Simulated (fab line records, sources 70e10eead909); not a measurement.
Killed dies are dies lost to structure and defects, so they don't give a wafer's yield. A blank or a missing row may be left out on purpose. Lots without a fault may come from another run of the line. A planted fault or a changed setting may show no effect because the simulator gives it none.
Which tool did it? | flow nand_harc | 14 lots, 42 wafers sampled, at 5 steps of a route of 1302

WHAT THE GAUGES READ, wafer by wafer
NHARC_HYBRID_BOND_OVL_MEAS_05. Usual: overlay_x_nm -3 nm, standard deviation 31; overlay_y_nm 3 nm, standard deviation 35.
lot  | measured     | on         | overlay_x_nm (nm) | overlay_y_nm (nm) | flag
L850 | day 24 03:40 | overlay-02 | 8 -34 24          | 84 30 55          |
L851 | day 24 15:44 | overlay-02 | -45 -54 15        | -11 8 -18         |
L852 | day 24 15:43 | overlay-02 | -39 -10 -54       | -35 -14 -43       |
L853 | day 24 15:44 | overlay-01 | -13 -10 8         | -7 25 20          |
L854 | day 25 04:21 | overlay-02 | 22 24 -18         | -47 54 -27        |
L855 | day 26 03:11 | overlay-01 | -4 20 -41         | -6 51 18          |
L857 | day 26 19:32 | overlay-02 | 21 15 -7          | 0 66 11           |
L858 | day 27 17:29 | overlay-02 | -40 6 25          | 44 41 -3          |
L860 | day 28 02:00 | overlay-01 | -5 40 -72         | -8 -18 36         |
L861 | day 28 01:59 | overlay-02 | 40 69 -14         | -32 61 45         |
L865 | day 29 10:26 | overlay-02 | -10 -29 33        | -23 -11 -4        |
L866 | day 31 05:25 | overlay-02 | -8 -13 8          | 4 29 6            |
L873 | day 33 09:49 | overlay-02 | -46 -13 -13       | 32 0 -21          |
L872 | day 33 04:29 | overlay-01 | 28 61 9           | 37 -23 0          |

NHARC_END_SORT_01. Usual: killed_at_array 58, standard deviation 18; killed_at_other 1.0, standard deviation 1.5; killed_at_periphery 4, standard deviation 3.1; killed_dies 64, standard deviation 18; killed_open 3.4, standard deviation 1.9; killed_short 2.7, standard deviation 1.7.
lot  | measured     | on        | killed_at_array | killed_at_other | killed_at_periphery | killed_dies | killed_open | killed_short | flag
L865 | day 30 04:23 | prober-01 | 137 144 132     | 0 0 1           | 9 7 4               | 146 151 137 | 2 5 1       | 3 2 1        | OFF
L866 | day 31 23:22 | prober-01 | 142 143 156     | 0 0 1           | 1 3 5               | 143 146 162 | 4 4 3       | 0 3 0        | OFF

WHICH TOOL RAN EACH LOT (tool, then ch and the chambers of the sampled wafers, then the start)
lot  | NHARC_A_ONON_D1_DEP_03           | NHARC_THIN_TSV_CMP_01         | NHARC_THIN_TSV_ETCH_15
L850 | pecvd_onon-02 ch 0, day 7 19:24  | cmp-03 ch 0,2, day 24 05:08   | rie_si-03 ch 0,2,3, day 24 07:15
L851 | pecvd_onon-01 ch 0, day 7 19:25  | cmp-03 ch 0,3, day 24 19:34   | rie_si-03 ch 0,1, day 24 21:41
L852 | pecvd_onon-02 ch 0, day 8 12:45  | cmp-02 ch 0,1,2, day 24 18:24 | rie_si-01 ch 1,2,3, day 24 20:31
L853 | pecvd_onon-03 ch 0, day 8 21:45  | cmp-03 ch 0,1,2, day 24 17:11 | rie_si-03 ch 0,1,2, day 24 19:19
L854 | pecvd_onon-01 ch 0, day 9 05:03  | cmp-01 ch 0,2, day 25 05:46   | rie_si-02 ch 0,2, day 25 07:55
L855 | pecvd_onon-01 ch 0, day 9 19:52  | cmp-03 ch 2,3, day 26 04:36   | rie_si-02 ch 2,3, day 26 06:44
L857 | pecvd_onon-01 ch 0, day 10 15:11 | cmp-02 ch 2,3, day 26 21:00   | rie_si-03 ch 0,1,2, day 26 23:01
L858 | pecvd_onon-02 ch 0, day 11 07:00 | cmp-01 ch 0,1, day 27 18:56   | rie_si-02 ch 0,1, day 27 21:02
L860 | pecvd_onon-02 ch 0, day 12 01:07 | cmp-02 ch 0,2, day 28 05:49   | rie_si-02 ch 1,2, day 28 08:09
L861 | pecvd_onon-03 ch 0, day 12 11:31 | cmp-03 ch 0,1,3, day 28 04:35 | rie_si-03 ch 1,2,3, day 28 07:07
L865 | pecvd_onon-02 ch 0, day 13 20:22 | cmp-03 ch 1,3, day 29 11:52   | rie_si-01 ch 0,1, day 29 14:03
L866 | pecvd_onon-02 ch 0, day 14 15:22 | cmp-03 ch 0,1,3, day 31 06:54 | rie_si-03 ch 2,3, day 31 09:15
L873 | pecvd_onon-02 ch 0, day 16 22:40 | cmp-01 ch 2,3, day 33 11:16   | rie_si-03 ch 0,1,2, day 33 13:24
L872 | pecvd_onon-01 ch 0, day 16 22:43 | cmp-03 ch 0,1,3, day 33 05:54 | rie_si-02 ch 0,1, day 33 08:02
- NHARC_A_ONON_D1_DEP_03: target thk 1000 nm.
- NHARC_THIN_TSV_CMP_01: polishes.
- NHARC_THIN_TSV_ETCH_15: target depth 3000 nm, bosch target overetch cycles 2, bosch etch step 2.8 s.

WHAT THE TOOLS THEMSELVES READ (means of the sampled wafers that have a number; where no wafer has one, the mark that the record gives instead)
NHARC_A_ONON_D1_DEP_03. Usual: n2_flow_sccm 2752 sccm, standard deviation 8.6.
lot  | tool          | n2_flow_sccm (sccm) | flag
L850 | pecvd_onon-02 | 2744                |
L851 | pecvd_onon-01 | 2765                |
L852 | pecvd_onon-02 | 2754                |
L853 | pecvd_onon-03 | 2729                |
L854 | pecvd_onon-01 | 2750                |
L855 | pecvd_onon-01 | 2760                |
L857 | pecvd_onon-01 | 2746                |
L858 | pecvd_onon-02 | 2748                |
L860 | pecvd_onon-02 | 2755                |
L861 | pecvd_onon-03 | 2755                |
L865 | pecvd_onon-02 | 2749                |
L866 | pecvd_onon-02 | 2744                |
L873 | pecvd_onon-02 | 2750                |
L872 | pecvd_onon-01 | 2750                |

NHARC_THIN_TSV_CMP_01. Usual: edge_zone_pressure_frac 1.000, standard deviation 0.005; motor_current_A 11.3 A, standard deviation 1; slurry_filter_dp_kPa 13.50 kPa, standard deviation 0.12.
lot  | tool   | edge_zone_pressure_frac | motor_current_A (A) | slurry_filter_dp_kPa (kPa) | flag
L850 | cmp-03 | 1.003                   | 11.7                | 13.40                      |
L851 | cmp-03 | 1.007                   | 10.9                | 13.57                      |
L852 | cmp-02 | 0.999                   | 10.9                | 13.42                      |
L853 | cmp-03 | 0.996                   | 11.7                | 13.54                      |
L854 | cmp-01 | 1.000                   | 12.6                | 13.52                      |
L855 | cmp-03 | 0.996                   | 11.6                | 13.57                      |
L857 | cmp-02 | 0.996                   | 10.5                | 13.47                      |
L858 | cmp-01 | 1.002                   | 12.8                | 13.43                      |
L860 | cmp-02 | 1.000                   | 10.3                | 13.44                      |
L861 | cmp-03 | 0.999                   | 11.1                | 13.58                      |
L865 | cmp-03 | 1.002                   | 10.9                | 13.47                      |
L866 | cmp-03 | 1.002                   | 10.8                | 13.47                      |
L873 | cmp-01 | 0.996                   | 10.6                | 13.50                      |
L872 | cmp-03 | 1.000                   | 10.6                | 13.49                      |

NHARC_THIN_TSV_ETCH_15. Usual: drypump_motor_current_A 5.6 A, standard deviation 0.56.
lot  | tool      | drypump_motor_current_A (A) | flag
L850 | rie_si-03 | 5.4                         |
L851 | rie_si-03 | 5.9                         |
L852 | rie_si-01 | 5.9                         |
L853 | rie_si-03 | 5.7                         |
L854 | rie_si-02 | 5.3                         |
L855 | rie_si-02 | 6.1                         |
L857 | rie_si-03 | 5.7                         |
L858 | rie_si-02 | 5.0                         |
L860 | rie_si-02 | 5.2                         |
L861 | rie_si-03 | 5.9                         |
L865 | rie_si-01 | 6.2                         |
L866 | rie_si-03 | 5.6                         |
L873 | rie_si-03 | 5.7                         |
L872 | rie_si-02 | 5.0                         |

THE ANSWER, worked out from the rows above alone
Rule: a lot is off if the mean of its wafers that have a number lies more than 3 standard deviations from the usual mean. A lot without any number at a reading at which 4 lots or more have one is off too. The other lots that the step has rows for count as sound. The gauges are gone through in route order, then the tools' own readings, and for those a lot's mean is taken as printed above. The first step at which some lot is off is used, and at that step the reading that is off furthest; a lot without a number counts as furthest.
Off: L865, L866, at NHARC_END_SORT_01 (killed_at_array). Neither off nor sound, because the step has no rows for them: L850, L851, L852, L853, L854, L855, L857, L858, L860, L861, L873, L872.
A tool fits if, at a process step before that reading, it ran every lot that is off, and no sound lot after the first of them. The gauges at NHARC_END_SORT_01 are tried like those tools. Can't be told from this: 3 tools fit, pecvd_onon-02 at NHARC_A_ONON_D1_DEP_03, cmp-03 at NHARC_THIN_TSV_CMP_01, prober-01 at NHARC_END_SORT_01.

WHAT THE SIMULATOR HAD PUT IN
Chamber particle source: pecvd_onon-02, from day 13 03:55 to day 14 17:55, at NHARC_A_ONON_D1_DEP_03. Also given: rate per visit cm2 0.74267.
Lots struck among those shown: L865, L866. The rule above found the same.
